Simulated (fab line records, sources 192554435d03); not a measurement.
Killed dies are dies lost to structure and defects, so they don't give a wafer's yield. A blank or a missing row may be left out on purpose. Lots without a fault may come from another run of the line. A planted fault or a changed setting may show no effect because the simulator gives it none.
Split-lot experiment | flow n5_finfet | 7 lots, 21 wafers read, on a route of 1938 steps

THE SPLIT
At N5_BEOL_M9_COAT_05 (resist thk 90 nm), the setting spin_rpm was moved away from the recipe's 1500 rpm on 2 of the 21 wafers read, by -8.7% to +8.8%. The other wafers ran this setting at the recipe's value.

The file shows no step between the split and the reading.

THE READING
CAR-ArF_of_BEOL_M9_COAT_05.thk_nm (the simulator's own value, which no gauge read), in nm, at N5_BEOL_M9_DESCUM_16 (chemistry O2, time 7.9 s). The file gives no usual value for it. The 19 wafers here that ran the recipe average 83.4 nm, standard deviation 0.43 nm.

wafer  | tool, chamber at the split | spin_rpm as run, rpm | against the recipe | CAR-ArF_of_BEOL_M9_COAT_05.thk_nm, nm | against lot-mates on the recipe
L079.1 | litho_track-03, 0          | 1500                 | recipe             | 84                                    | -
L079.3 | litho_track-03, 0          | 1500                 | recipe             | 83                                    | -
L079.5 | litho_track-03, 0          | 1500                 | recipe             | 83.2                                  | -
L078.1 | litho_track-04, 0          | 1500                 | recipe             | 83.6                                  | -
L078.5 | litho_track-04, 0          | 1500                 | recipe             | 83.6                                  | -
L078.6 | litho_track-04, 0          | 1500                 | recipe             | 82.4                                  | -
L085.1 | litho_track-04, 0          | 1369                 | -8.7%              | 88.2                                  | +4.3
L085.5 | litho_track-04, 0          | 1500                 | recipe             | 83.8                                  | -
L085.6 | litho_track-04, 0          | 1500                 | recipe             | 84                                    | -
L087.1 | litho_track-04, 0          | 1500                 | recipe             | 83.2                                  | -
L087.5 | litho_track-04, 0          | 1632                 | +8.8%              | 79.2                                  | -3.8
L087.6 | litho_track-04, 0          | 1500                 | recipe             | 82.8                                  | -
L090.2 | litho_track-02, 0          | 1500                 | recipe             | 83.4                                  | -
L090.4 | litho_track-02, 0          | 1500                 | recipe             | 83.6                                  | -
L090.5 | litho_track-02, 0          | 1500                 | recipe             | 83.2                                  | -
L092.2 | litho_track-02, 0          | 1500                 | recipe             | 83.6                                  | -
L092.5 | litho_track-02, 0          | 1500                 | recipe             | 83.6                                  | -
L092.6 | litho_track-02, 0          | 1500                 | recipe             | 83.6                                  | -
L096.1 | litho_track-04, 0          | 1500                 | recipe             | 83.2                                  | -
L096.3 | litho_track-04, 0          | 1500                 | recipe             | 83.2                                  | -
L096.4 | litho_track-04, 0          | 1500                 | recipe             | 84.2                                  | -

THE FIT
A straight line over all 21 wafers: CAR-ArF_of_BEOL_M9_COAT_05.thk_nm changes by -0.513 nm for each +1% of spin_rpm; r = -0.96; the points scatter about the line by 0.44 nm.
The same after taking each lot's own level away (the mean of its wafers on the recipe; 21 wafers): -0.462 nm for each +1%; r = -0.96; scatter 0.36 nm.
On that fit, the largest move of spin_rpm shifts the reading by 4.1 nm.
The lots' own levels span 83.00 to 83.90 nm, that is 2.1 times the standard deviation above.
So the lot-to-lot level changes the slope: the two fits differ.
Check: with one of the wafers moved furthest among these (+8.8%) left out of the fit, the line predicts -4.33 nm for it against its lot-mates. It came out at -3.8 nm against them.

OTHER SPLITS ON THESE WAFERS
These wafers also went through other splits before the reading. Each is held against what the fit with the lots' levels taken away leaves over:
other split on the same wafers     | wafers away from the commonest value | r with CAR-ArF_of_BEOL_M9_COAT_05.thk_nm (lot level and that fit taken away)
N5_BEOL_M7_TRENCH_ETCH_37 source_w | 7                                    | -0.17
N5_BEOL_M8_DESCUM_16 time_s        | 6                                    | -0.11

THE WHOLE CHAIN: every reading that the file lists as answering this split, in the file's order
step                 | what it does                                       | reading                                                                            | change (the file's fit)                                                                | r (the file's)
N5_BEOL_M9_COAT_05   | resist thk 90 nm                                   | CAR-ArF_of_BEOL_M9_COAT_05.thk_nm (the simulator's own value, which no gauge read) | -0.45 nm for each +1% of the setting                                                   | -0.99
N5_BEOL_M9_DESCUM_16 | chemistry O2, time 7.9 s                           | CAR-ArF_of_BEOL_M9_COAT_05.thk_nm (the simulator's own value, which no gauge read) | -0.462 nm for each +1% of the setting                                                  | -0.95
N5_BEOL_M9_ETCH_61   | etches SiARC in CF4, target depth 39 nm, time 65 s | CAR-ArF_of_BEOL_M9_COAT_05.thk_nm (the simulator's own value, which no gauge read) | -0.436 nm for each +1% of the setting, in a fit together with time_s@BEOL_M9_DESCUM_16 | 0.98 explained

THE FILE'S OWN FIT
CAR-ArF_of_BEOL_M9_COAT_05.thk_nm changes by -0.462 nm for each +1% of spin_rpm, r = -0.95.
